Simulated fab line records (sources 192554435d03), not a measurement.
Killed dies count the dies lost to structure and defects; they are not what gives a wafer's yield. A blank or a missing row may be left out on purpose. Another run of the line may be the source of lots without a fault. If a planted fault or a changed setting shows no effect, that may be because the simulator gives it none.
fab line records	flow n5-finfet
[record] lots = 7	wafers = 21
route steps=1938 shown ZERO_LAYER@6 WELL_APT@39 FIN_SAQP@102 FIN_CUT@160 SD_EPI_N@263
start-h: start of the lot's first displayed wafer, in hours after the record's first day	wait-h: hours elapsed since this lot's preceding step	" same as the row above	L1.1+2: several wafers, shown together as one row	- value missing, or start not given	* or withheld: withheld	< > ~ a bound
route shown NAME@n: names a module that has steps shown in the file, with the first one's number in the route	usual: the fault-free wafers' mean and standard deviation	same: alike in all rows	chamber/n: place in a boat	sites: per-site readings	_std_site: standard deviation across them	_edge_site: outer sites' mean less inner sites'	radius-mm: for every site, how far away it sits from the centre of the wafer	mask NAME#n: copy n	behind: the tool/chamber that last shaped the wafer	hold: the reason the lot was held/the length of the hold in hours/how it ended	device: the n, p or np transistor that did not switch	end of line: the same wafers' tests at the end of the route	where a step has no rows: the recipe by itself	killed: at the first sort, the dies lost to defects and structure; wafer yield is something else	map: a wafer's dies, x killed, . not, _ none there
set.NAME: the setting as run; set.NAME@STEP: as run at that earlier step	model.NAME: the simulator's own value behind a step, which no gauge read
lots run with intentionally changed settings; tables by step, rows by wafer
[[steps]]
[step N5_ZERO_LAYER_COAT_05]
[recipe] spin-rpm = 1500	resist-thk-nm = 1000
lot.wafer	tool	chamber	start-h	wait-h	set.spin-rpm	model.coat_of_ZERO_LAYER_COAT_05.thk-nm
L078.3	litho-track-04	0	-	-	1500	1000
L078.4	"	0	"	"	1500	999.4
L078.6	"	0	"	"	1500	1001
L080.1	litho-track-01	0	-	-	1500	1005
L080.2	"	0	"	"	1500	998.5
L080.6	"	0	"	"	1500	999.8
L082.1	litho-track-04	0	-	-	1500	1002
L082.3	"	0	"	"	1500	1007
L082.6	"	0	"	"	1500	1009
L084.2	litho-track-05	0	-	-	1645	957.7
L084.3	"	0	"	"	1500	1000
L084.4	"	0	"	"	1645	956.5
L087.2	litho-track-04	0	-	-	1500	1004
L087.3	"	0	"	"	1500	1006
L087.6	"	0	"	"	1500	1008
L093.1	litho-track-05	0	-	-	1500	996.9
L093.3	"	0	"	"	1500	996.4
L093.6	"	0	"	"	1500	995.4
L094.2+5	litho-track-04	0	-	-	1500	1000
L094.3	"	0	"	"	1343	1057
[step N5_ZERO_LAYER_DEVELOP_10]
[recipe] develop-time-s = 60	rinse-liquid = diw	dry = air-spin	dev-temp-c = 21
lot.wafer	tool	chamber	start-h	wait-h	set.develop-time-s
L078.3+4	litho-track-01	0	-	-	69.69
L078.6	"	0	"	"	60
L080.1+2	litho-track-05	0	-	-	60
L080.6	"	0	"	"	69.62
L082.1+3+6	litho-track-01	0	-	-	60
L084.2+3+4	litho-track-05	0	-	-	69.45
L087.2+3+6	litho-track-04	0	-	-	70.61
L093.1	litho-track-01	0	-	-	68.13
L093.3+6	"	0	"	"	60
L094.2+5	litho-track-05	0	-	-	63.39
L094.3	"	0	"	"	60
[step N5_ZERO_LAYER_HARDBAKE_23]
[recipe] temp-c = 130	time-s = 120
[step N5_ZERO_LAYER_ETCH_17]
[recipe] chemistry = CF4	target = SiO2	target-depth-a = 120	time-s = 13.3	ion-energy-ev = 350	pressure-mtorr = 40	source-w = 450	bias-w = 215	Ar_flow_sccm = 100	cf4-flow-sccm = 100
[step N5_ZERO_LAYER_ETCH_18]
[recipe] chemistry = HBr/Cl2	target = Si	target-depth-a = 1200	time-s = 40	pressure-mtorr = 10	icp-w = 800	bias-w = 75	HBr_flow_sccm = 150	Cl2_flow_sccm = 80
[step N5_ZERO_LAYER_STRIP_24]
[recipe] chemistry = O2	power-w = 1000	temp-c = 250	overash-fraction = 0.3	pressure-mtorr = 1000	o2-flow-sccm = 6750
[usual] strip-time-to-endpoint-s = 43.85/0.094
lot.wafer	tool	chamber	start-h	wait-h	set.spin-rpm@ZERO_LAYER_COAT_05	strip-time-to-endpoint-s
L078.3	plasma-asher-01	1	37.18	0.1	1500	43.86
L078.4	"	0	"	"	1500	43.81
L078.6	"	0	"	"	1500	43.90
L080.1	plasma-asher-01	1	48.92	0.1	1500	43.98
L080.2	"	0	"	"	1500	43.79
L080.6	"	0	"	"	1500	43.85
L082.1	plasma-asher-01	0	61.03	0.1	1500	43.91
L082.3	"	1	"	"	1500	44.05
L082.6	"	1	"	"	1500	44.11
L084.2	plasma-asher-01	0	72.89	0.1	1645	42.59
L084.3	"	0	"	"	1500	43.88
L084.4	"	1	"	"	1645	42.54
L087.2	plasma-asher-01	1	90.89	0.1	1500	43.95
L087.3	"	0	"	"	1500	44.04
L087.6	"	0	"	"	1500	44.08
L093.1	plasma-asher-02	1	126.89	0.1	1500	43.74
L093.3	"	0	"	"	1500	43.75
L093.6	"	0	"	"	1500	43.70
L094.2	plasma-asher-02	0	132.91	0.1	1500	43.87
L094.3	"	1	"	"	1343	45.57
L094.5	"	0	"	"	1500	43.85
[step N5_WELL_APT_EXPOSE_22]
[recipe] mask-id = PWELL	na = 0.8	source-shape = conventional	sigma-outer = 0.8	polarization = unpolarized	defocus-nm = 0	target-cd-nm = 200	dose-mj = 23.2
lot.wafer	tool	chamber	start-h	wait-h	mask	set.dose-mj
L078.3+4+6	krf-scanner-01	0	39.11	-	PWELL#0	23.2
L080.1+2+6	krf-scanner-01	0	50.55	-	PWELL#0	23.96
L082.1+3+6	krf-scanner-01	0	62.79	-	PWELL#0	23.2
L084.2+4	krf-scanner-01	0	74.93	-	PWELL#0	24.77
L084.3	"	0	"	"	PWELL#0	23.2
L087.2+3	krf-scanner-01	0	92.63	-	PWELL#0	23.2
L087.6	"	0	"	"	PWELL#0	22.65
L093.1+3+6	krf-scanner-02	0	128.51	-	PWELL#0	22.23
L094.2+3	krf-scanner-02	0	134.78	-	PWELL#0	24.63
L094.5	"	0	"	"	PWELL#0	23.2
[step N5_WELL_APT_PEB_23]
[recipe] peb-temp-c = 130	peb-time-s = 90
lot.wafer	tool	chamber	start-h	wait-h	set.peb-time-s
L078.3	litho-track-02	0	39.16	0.0	90
L078.4+6	"	0	"	"	78.31
L080.1	litho-track-02	0	50.61	0.1	82.43
L080.2+6	"	0	"	"	90
L082.1+3+6	litho-track-04	0	62.85	0.1	90
L084.2+3+4	litho-track-02	0	74.98	0.0	90
L087.2+3	litho-track-03	0	92.69	0.0	105.4
L087.6	"	0	"	"	90
L093.1+6	litho-track-03	0	128.56	0.1	90
L093.3	"	0	"	"	100.5
L094.2	litho-track-03	0	134.83	0.0	90
L094.3+5	"	0	"	"	96.39
[step N5_WELL_APT_DEVELOP_24]
[recipe] develop-time-s = 45	rinse-liquid = surfactant-rinse	dry = air-spin	dev-temp-c = 21
[step N5_WELL_APT_HARDBAKE_29]
[recipe] temp-c = 130	time-s = 120
[step N5_WELL_APT_CD_MEAS_25]
[recipe] target-cd-nm = 200	landing-energy-ev = 500	detector = se-inlens
[usual] cd-nm = 200.3/1.4
lot.wafer	tool	chamber	start-h	wait-h	set.dose-mj@WELL_APT_EXPOSE_22	set.peb-time-s@WELL_APT_PEB_23	cd-nm
L078.3	cd-sem-01	0	39.28	-	23.2	90	199.3
L078.4	"	0	"	"	23.2	78.31	195.6
L078.6	"	0	"	"	23.2	78.31	194.4
L080.1	cd-sem-02	0	50.72	-	23.96	82.43	201.5
L080.2	"	0	"	"	23.96	90	207.4
L080.6	"	0	"	"	23.96	90	204.6
L082.1	cd-sem-03	0	62.97	-	23.2	90	199.7
L082.3	"	0	"	"	23.2	90	200.1
L082.6	"	0	"	"	23.2	90	200.5
L084.2	cd-sem-01	0	75.10	-	24.77	90	210.0
L084.3	"	0	"	"	23.2	90	200.6
L084.4	"	0	"	"	24.77	90	212.2
L087.2	cd-sem-02	0	92.80	-	23.2	105.4	206.3
L087.3	"	0	"	"	23.2	105.4	206.4
L087.6	"	0	"	"	22.65	90	194.3
L093.1	cd-sem-02	0	128.68	-	22.23	90	191.8
L093.3	"	0	"	"	22.23	100.5	198.3
L093.6	"	0	"	"	22.23	90	194.2
L094.2	cd-sem-03	0	134.95	-	24.63	90	211.7
L094.3	"	0	"	"	24.63	96.39	214.5
L094.5	"	0	"	"	23.2	96.39	203.6
[step N5_WELL_APT_DESCUM_30]
[recipe] chemistry = O2	time-s = 7.9	source-power-w = 50	bias-power-w = 20	pressure-mtorr = 20	rf-frequency-hz = 2.712e+07	temp-c = 40	o2-flow-sccm = 225
lot.wafer	tool	chamber	start-h	wait-h	set.dose-mj@WELL_APT_EXPOSE_22	set.peb-time-s@WELL_APT_PEB_23	model.WELL_APT.cd-nm
L078.3	rie-diel-04	2	39.36	0.0	23.2	90	199.5
L078.4	"	3	"	"	23.2	78.31	195.5
L078.6	"	3	"	"	23.2	78.31	194.3
L080.1	rie-diel-04	0	50.82	0.0	23.96	82.43	201.1
L080.2	"	3	"	"	23.96	90	207.3
L080.6	"	1	"	"	23.96	90	204.5
L082.1	rie-diel-04	2	63.74	0.7	23.2	90	199.7
L082.3	"	1	"	"	23.2	90	199.9
L082.6	"	0	"	"	23.2	90	200
L084.2	rie-diel-05	1	75.19	0.0	24.77	90	209.6
L084.3	"	0	"	"	23.2	90	200.4
L084.4	"	2	"	"	24.77	90	212.1
L087.2	rie-diel-05	3	92.95	0.1	23.2	105.4	206.6
L087.3	"	2	"	"	23.2	105.4	206.4
L087.6	"	0	"	"	22.65	90	194.7
L093.1	rie-diel-05	0	128.77	0.0	22.23	90	192.5
L093.3	"	2	"	"	22.23	100.5	198.3
L093.6	"	2	"	"	22.23	90	194.1
L094.2	rie-diel-03	2	135.04	0.0	24.63	90	211.7
L094.3	"	1	"	"	24.63	96.39	214.5
L094.5	"	2	"	"	23.2	96.39	203.5
[step N5_FIN_SAQP_HM_DEP_72]
[recipe] material = SiO2	target-thk-a = 120	temp-c = 400	precursor = SiH4/N2O	pressure-torr = 0.75	rf-w = 275	time-s = 7.2
lot.wafer	tool	chamber	start-h	wait-h	set.time-s	model.SiO2_of_FIN_SAQP_HM_DEP_72.thk-nm
L078.3	pecvd-03	0	45.51	0.0	7.2	11.93
L078.4	"	2	"	"	6.271	10.6
L078.6	"	1	"	"	6.271	10.72
L080.1	pecvd-02	1	56.63	0.0	7.2	11.98
L080.2	"	0	"	"	7.2	11.92
L080.6	"	0	"	"	7.2	12.11
L082.1	pecvd-01	2	70.11	0.0	7.2	12.29
L082.3	"	1	"	"	7.2	12.07
L082.6	"	2	"	"	7.2	12.41
L084.2	pecvd-01	1	81.51	0.0	7.2	12
L084.3	"	2	"	"	7.2	12.16
L084.4	"	0	"	"	6.742	11.36
L087.2	pecvd-01	2	100.02	0.0	6.771	11.2
L087.3	"	1	"	"	7.2	11.93
L087.6	"	1	"	"	6.771	11.56
L093.1	pecvd-02	1	135.45	0.0	8.2	13.37
L093.3	"	0	"	"	7.2	11.5
L093.6	"	0	"	"	7.2	11.84
L094.2	pecvd-03	0	142.20	0.0	6.352	10.57
L094.3	"	1	"	"	6.352	10.7
L094.5	"	2	"	"	6.352	10.81
[step N5_FIN_SAQP_EXPOSE_13]
[recipe] mask-id = FIN_CORE	na = 1.35	source-shape = dipole	sigma-inner = 0.538	sigma-outer = 0.738	polarization = te	target-cd-nm = 35.6	dose-mj = 63.25
lot.wafer	tool	chamber	start-h	wait-h	mask	set.dose-mj
L078.3+4	arfi-scanner-03	0	45.72	-	FIN_CORE#0	63.25
L078.6	"	0	"	"	FIN_CORE#0	61.73
L080.1+2+6	arfi-scanner-02	0	56.95	-	FIN_CORE#0	63.25
L082.1+3+6	arfi-scanner-03	0	70.45	-	FIN_CORE#0	63.25
L084.2+3+4	arfi-scanner-01	0	81.84	-	FIN_CORE#0	63.25
L087.2+6	arfi-scanner-03	0	100.22	-	FIN_CORE#0	66.06
L087.3	"	0	"	"	FIN_CORE#0	63.25
L093.1+3+6	arfi-scanner-02	0	135.65	-	FIN_CORE#0	63.25
L094.2+3+5	arfi-scanner-01	0	142.52	-	FIN_CORE#0	63.25
[step N5_FIN_SAQP_PEB_14]
[recipe] peb-temp-c = withheld	peb-time-s = 60	resist = CAR-ArF
[step N5_FIN_SAQP_DEVELOP_15]
[recipe] develop-time-s = 30	developer = TMAH	resist = CAR-ArF	dev-temp-c = 23	rinse-liquid = diw	dry = air-spin
[step N5_FIN_SAQP_ETCH_52]
[recipe] chemistry = N2/H2	target = SOC	target-depth-a = 1000	overetch-a = 200	mask-material = SiARC	temp-c = 40	time-s = 150	ion-energy-ev = 200	pressure-mtorr = 30	source-w = 840	bias-w = 150	n2-flow-sccm = 200	h2-flow-sccm = 200	ends = end-point
[step N5_FIN_SAQP_STRIP_53]
[recipe] chemistry = N2/H2	temp-c = 40	n2-flow-sccm = 200	h2-flow-sccm = 200	rf-frequency-hz = 6e+07
[step N5_FIN_SAQP_HM_OPEN_73]
[recipe] chemistry = CHF3/O2	target = SiO2	stop-on = a-Si	target-depth-a = 120	over-etch-frac = 1.8	mask-material = SOC	time-s = 16.8	pressure-mtorr = 30	source-w = 650	bias-w = 170	Ar_flow_sccm = 200	CHF3_flow_sccm = 50	O2_flow_sccm = 5	ion-energy-ev = 200	ends = end-point
lot.wafer	tool	chamber	start-h	wait-h	set.time-s@FIN_SAQP_HM_DEP_72	model.etch.depth-nm
L078.3	rie-diel-05	1	46.13	0.0	7.2	11.93
L078.4	"	2	"	"	6.271	10.6
L078.6	"	3	"	"	6.271	10.72
L080.1	rie-diel-04	0	57.41	0.0	7.2	11.98
L080.2	"	2	"	"	7.2	11.92
L080.6	"	2	"	"	7.2	12.11
L082.1	rie-diel-04	0	70.91	0.0	7.2	12.29
L082.3	"	1	"	"	7.2	12.07
L082.6	"	0	"	"	7.2	12.41
L084.2	rie-diel-05	2	82.50	0.0	7.2	12
L084.3	"	1	"	"	7.2	12.16
L084.4	"	0	"	"	6.742	11.36
L087.2	rie-diel-04	0	100.65	0.0	6.771	11.2
L087.3	"	2	"	"	7.2	11.93
L087.6	"	0	"	"	6.771	11.56
L093.1	rie-diel-04	2	136.07	0.0	8.2	13.37
L093.3	"	3	"	"	7.2	11.5
L093.6	"	3	"	"	7.2	11.84
L094.2	rie-diel-03	0	143.03	0.0	6.352	10.57
L094.3	"	1	"	"	6.352	10.7
L094.5	"	1	"	"	6.352	10.81
[step N5_FIN_CUT_EXPOSE_05]
[recipe] mask-id = FIN_CUT	na = 0.33	source-shape = annular	sigma-inner = 0.35	sigma-outer = 0.8	polarization = unpolarized	dose-mj = 45.75
lot.wafer	tool	chamber	start-h	wait-h	mask	set.dose-mj
L078.3+4	euv-scanner-02	0	50.38	-	FIN_CUT#0	45.75
L078.6	"	0	"	"	FIN_CUT#0	49.1
L080.1+2+6	euv-scanner-02	0	61.71	-	FIN_CUT#0	45.75
L082.1+3+6	euv-scanner-01	0	76.65	-	FIN_CUT#0	45.75
L084.2+4	euv-scanner-01	0	86.92	-	FIN_CUT#0	42.64
L084.3	"	0	"	"	FIN_CUT#0	45.75
L087.2	euv-scanner-02	0	105.15	-	FIN_CUT#0	48.72
L087.3+6	"	0	"	"	FIN_CUT#0	45.75
L093.1+6	euv-scanner-02	0	142.06	-	FIN_CUT#0	45.75
L093.3	"	0	"	"	FIN_CUT#0	43.29
L094.2+3	euv-scanner-01	0	148.57	-	FIN_CUT#0	45.75
L094.5	"	0	"	"	FIN_CUT#0	44.52
[step N5_FIN_CUT_PEB_06]
[recipe] peb-temp-c = 100	peb-time-s = 60	resist = CAR-EUV
[step N5_FIN_CUT_DEVELOP_07]
[recipe] develop-time-s = 30	developer = TMAH	resist = CAR-EUV	rinse-liquid = surfactant-rinse	dry = air-spin	dev-temp-c = 23
[step N5_FIN_CUT_CD_MEAS_08]
[recipe] target-cd-nm = 29.1	landing-energy-ev = 500	detector = se-inlens	polarity = opening
[usual] cd-nm = 29.06/0.22
lot.wafer	tool	chamber	start-h	wait-h	set.dose-mj@FIN_CUT_EXPOSE_05	cd-nm
L078.3	cd-sem-02	0	50.50	-	45.75	29.11
L078.4	"	0	"	"	45.75	29.07
L078.6	"	0	"	"	49.1	30.32
L080.1	cd-sem-03	0	61.84	-	45.75	29.13
L080.2	"	0	"	"	45.75	29.14
L080.6	"	0	"	"	45.75	29.23
L082.1	cd-sem-03	0	76.78	-	45.75	28.75
L082.3	"	0	"	"	45.75	28.89
L082.6	"	0	"	"	45.75	28.97
L084.2	cd-sem-01	0	87.05	-	42.64	27.72
L084.3	"	0	"	"	45.75	28.89
L084.4	"	0	"	"	42.64	27.63
L087.2	cd-sem-01	0	105.28	-	48.72	30.25
L087.3	"	0	"	"	45.75	29.82
L087.6	"	0	"	"	45.75	29.18
L093.1	cd-sem-02	0	142.19	-	45.75	28.87
L093.3	"	0	"	"	43.29	28.14
L093.6	"	0	"	"	45.75	28.66
L094.2	cd-sem-03	0	148.70	-	45.75	28.68
L094.3	"	0	"	"	45.75	28.99
L094.5	"	0	"	"	44.52	28.00
[step N5_FIN_CUT_DESCUM_13]
[recipe] chemistry = O2	time-s = 7	source-power-w = 50	bias-power-w = 20	pressure-mtorr = 20	rf-frequency-hz = 2.712e+07	temp-c = 40	resist = CAR-EUV	o2-flow-sccm = 225
[step N5_FIN_CUT_ETCH_30]
[recipe] chemistry = N2/H2	target = underlayer	target-depth-a = 130	mask-material = CAR-EUV	time-s = 10.4	ion-energy-ev = 200	pressure-mtorr = 30	source-w = 840	bias-w = 150	n2-flow-sccm = 200	h2-flow-sccm = 200	ends = cleared
lot.wafer	tool	chamber	start-h	wait-h	set.dose-mj@FIN_CUT_EXPOSE_05	model.FIN_CUT.cd-offset-nm
L078.3	rie-diel-01	0	50.67	0.0	45.75	-0.2
L078.4	"	2	"	"	45.75	0
L078.6	"	0	"	"	49.1	1.2
L080.1+2	rie-diel-01	2,1	62.00	0.0	45.75	0.2
L080.6	"	0	"	"	45.75	0
L082.1+6	rie-diel-06	0	77.23	0.0	45.75	-0.2
L082.3	"	1	"	"	45.75	0.2
L084.2	rie-diel-06	2	87.20	0.0	42.64	-1.2
L084.3	"	1	"	"	45.75	0
L084.4	"	0	"	"	42.64	-1
L087.2	rie-diel-02	1	105.43	0.0	48.72	1
L087.3+6	"	0,1	"	"	45.75	0
L093.1+6	rie-diel-02	2,0	142.36	0.0	45.75	0.2
L093.3	"	0	"	"	43.29	-1
L094.2	rie-diel-01	3	148.85	0.0	45.75	0
L094.3	"	0	"	"	45.75	-0.2
L094.5	"	3	"	"	44.52	-0.6
[step N5_FIN_CUT_ETCH_20]
[recipe] chemistry = CF4	target = SiARC	target-depth-a = 260	mask-material = CAR-EUV	time-s = 43.3	ion-energy-ev = 80	pressure-mtorr = 40	source-w = 545	bias-w = 36	Ar_flow_sccm = 100	cf4-flow-sccm = 100	ends = cleared
[step N5_FIN_CUT_ETCH_21]
[recipe] chemistry = N2/H2	target = SOC	target-depth-a = 2190	overetch-a = 438	mask-material = SiARC	temp-c = 40	ion-energy-ev = 100	bias-w = 61	time-s = 523.5	pressure-mtorr = 30	source-w = 850	n2-flow-sccm = 200	h2-flow-sccm = 200
lot.wafer	tool	chamber	start-h	wait-h	set.dose-mj@FIN_CUT_EXPOSE_05	model.FIN_CUT.cd-offset-nm
L078.3+4	rie-diel-01	0,2	50.72	0.0	45.75	0
L078.6	"	0	"	"	49.1	1.2
L080.1	rie-diel-01	2	62.06	0.0	45.75	-0.4
L080.2	"	1	"	"	45.75	0
L080.6	"	0	"	"	45.75	-0.2
L082.1	rie-diel-06	0	77.28	0.0	45.75	-0.4
L082.3	"	1	"	"	45.75	0.2
L082.6	"	0	"	"	45.75	-0.6
L084.2	rie-diel-06	2	87.26	0.0	42.64	-1.4
L084.3	"	1	"	"	45.75	0.2
L084.4	"	0	"	"	42.64	-1.2
L087.2	rie-diel-02	1	105.49	0.0	48.72	1.4
L087.3	"	0	"	"	45.75	0.6
L087.6	"	1	"	"	45.75	0.2
L093.1	rie-diel-02	2	142.42	0.0	45.75	1
L093.3	"	0	"	"	43.29	-0.6
L093.6	"	0	"	"	45.75	0.6
L094.2	rie-diel-01	3	148.91	0.0	45.75	-0.2
L094.3	"	0	"	"	45.75	-0.6
L094.5	"	3	"	"	44.52	-1.2
[step N5_FIN_CUT_STRIP_23]
[recipe] chemistry = N2/H2	temp-c = 40	n2-flow-sccm = 200	h2-flow-sccm = 200	rf-frequency-hz = 6e+07
[step N5_FIN_CUT_STRIP_31]
[recipe] chemistry = N2/H2	temp-c = 40	n2-flow-sccm = 200	h2-flow-sccm = 200	rf-frequency-hz = 6e+07
[step N5_FIN_CUT_CUT_ETCH_26]
[recipe] chemistry = CH3F/O2	target = SiNx	target-depth-a = 390	mask-material = SOC	time-s = 55.7	pressure-mtorr = 30	source-w = 395	bias-w = 73	Ar_flow_sccm = 150	CH3F_flow_sccm = 30	O2_flow_sccm = 20	ion-energy-ev = 120
[step N5_FIN_CUT_CUT_ETCH_27]
[recipe] chemistry = CHF3/O2	target = SiO2	target-depth-a = 40	mask-material = SOC	overetch-a = 20	time-s = 4.9	pressure-mtorr = 30	source-w = 650	bias-w = 170	Ar_flow_sccm = 200	CHF3_flow_sccm = 50	O2_flow_sccm = 5	ion-energy-ev = 200
[step N5_FIN_CUT_PRECLEAN_35]
[recipe] time-s = 13.3	temp-c = 45	pressure-torr = 125	p-hf-torr = 3	p-coreactant-torr = 25	chemistry = vHF
lot.wafer	tool	chamber	start-h	wait-h	set.dose-mj@FIN_CUT_EXPOSE_05	model.FIN_CUT.cd-offset-nm
L078.3+4	vapor-etch-01	0,1	51.20	0.1	45.75	0.2
L078.6	"	1	"	"	49.1	1.2
L080.1	vapor-etch-02	0	62.52	0.0	45.75	-0.4
L080.2	"	1	"	"	45.75	0
L080.6	"	1	"	"	45.75	-0.2
L082.1+6	vapor-etch-02	0	77.74	0.0	45.75	-0.4
L082.3	"	0	"	"	45.75	0.2
L084.2	vapor-etch-02	0	87.72	0.0	42.64	-1.2
L084.3	"	0	"	"	45.75	0.4
L084.4	"	1	"	"	42.64	-1
L087.2	vapor-etch-02	0	105.95	0.0	48.72	1.8
L087.3	"	1	"	"	45.75	1
L087.6	"	1	"	"	45.75	0.6
L093.1	vapor-etch-02	0	142.88	0.0	45.75	1.2
L093.3	"	0	"	"	43.29	-0.2
L093.6	"	0	"	"	45.75	1
L094.2	vapor-etch-01	0	149.37	0.0	45.75	-0.2
L094.3	"	1	"	"	45.75	-0.8
L094.5	"	0	"	"	44.52	-1.4
[step N5_SD_EPI_N_COAT_33]
[recipe] resist = SiARC	temp-c = 220	time-s = 60	spin-rpm = 1500	resist-thk-nm = 35
lot.wafer	tool	chamber	start-h	wait-h	set.spin-rpm	model.SiARC_of_SD_EPI_N_COAT_33.thk-nm
L078.3+4+6	litho-track-03	0	-	-	1500	35
L080.1	litho-track-03	0	-	-	1338	37
L080.2+6	"	0	"	"	1500	35
L082.1+3+6	litho-track-03	0	-	-	1500	35
L084.2+3	litho-track-02	0	-	-	1500	35.2
L084.4	"	0	"	"	1500	35
L087.2+3	litho-track-03	0	-	-	1408	36.2
L087.6	"	0	"	"	1500	34.8
L093.1+3+6	litho-track-02	0	-	-	1500	35.2
L094.2+3+5	litho-track-02	0	-	-	1500	35
[[key]]
[split] step = N5_ZERO_LAYER_COAT_05	setting = spin-rpm	stated = 1500	by = wafer
[response] step = N5_ZERO_LAYER_COAT_05	reading = model.coat_of_ZERO_LAYER_COAT_05.thk-nm	change = -4.99	per = 1%	r = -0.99
[response] step = N5_ZERO_LAYER_STRIP_24	reading = strip-time-to-endpoint-s	change = *	per = 1%	r = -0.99
[split] step = N5_ZERO_LAYER_DEVELOP_10	setting = develop-time-s	stated = 60	by = wafer
response none clear
[split] step = N5_WELL_APT_EXPOSE_22	setting = dose-mj	stated = 23.2	by = wafer
[response] step = N5_WELL_APT_CD_MEAS_25	reading = cd-nm	slope = +1.68	per = 1%	together-with = peb-time-s@WELL_APT_PEB_23	explained = 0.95
[response] step = N5_WELL_APT_DESCUM_30	reading = model.WELL_APT.cd-nm	slope = +1.68	per = 1%	together-with = peb-time-s@WELL_APT_PEB_23	explained = 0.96
[split] step = N5_WELL_APT_PEB_23	setting = peb-time-s	stated = 90	by = wafer
[response] step = N5_WELL_APT_CD_MEAS_25	reading = cd-nm	slope = +0.433	per = 1%	together-with = dose-mj@WELL_APT_EXPOSE_22	explained = 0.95
[response] step = N5_WELL_APT_DESCUM_30	reading = model.WELL_APT.cd-nm	slope = +0.43	per = 1%	together-with = dose-mj@WELL_APT_EXPOSE_22	explained = 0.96
[split] step = N5_FIN_SAQP_HM_DEP_72	setting = time-s	stated = 7.2	by = wafer
[response] step = N5_FIN_SAQP_HM_DEP_72	reading = model.SiO2_of_FIN_SAQP_HM_DEP_72.thk-nm	change = +0.11	per = 1%	r = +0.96
[response] step = N5_FIN_SAQP_HM_OPEN_73	reading = model.etch.depth-nm	change = +0.11	per = 1%	r = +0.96
[split] step = N5_FIN_SAQP_EXPOSE_13	setting = dose-mj	stated = 63.25	by = wafer
response none clear
[split] step = N5_FIN_CUT_EXPOSE_05	setting = dose-mj	stated = 45.75	by = wafer
[response] step = N5_FIN_CUT_CD_MEAS_08	reading = cd-nm	change = +0.156	per = 1%	r = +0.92
[response] step = N5_FIN_CUT_ETCH_30	reading = model.FIN_CUT.cd-offset-nm	change = +0.176	per = 1%	r = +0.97
[response] step = N5_FIN_CUT_ETCH_21	reading = model.FIN_CUT.cd-offset-nm	change = +0.197	per = 1%	r = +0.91
[response] step = N5_FIN_CUT_PRECLEAN_35	reading = model.FIN_CUT.cd-offset-nm	change = +0.188	per = 1%	r = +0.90
[split] step = N5_SD_EPI_N_COAT_33	setting = spin-rpm	stated = 1500	by = wafer
[response] step = N5_SD_EPI_N_COAT_33	reading = model.SiARC_of_SD_EPI_N_COAT_33.thk-nm	change = -0.196	per = 1%	r = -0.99
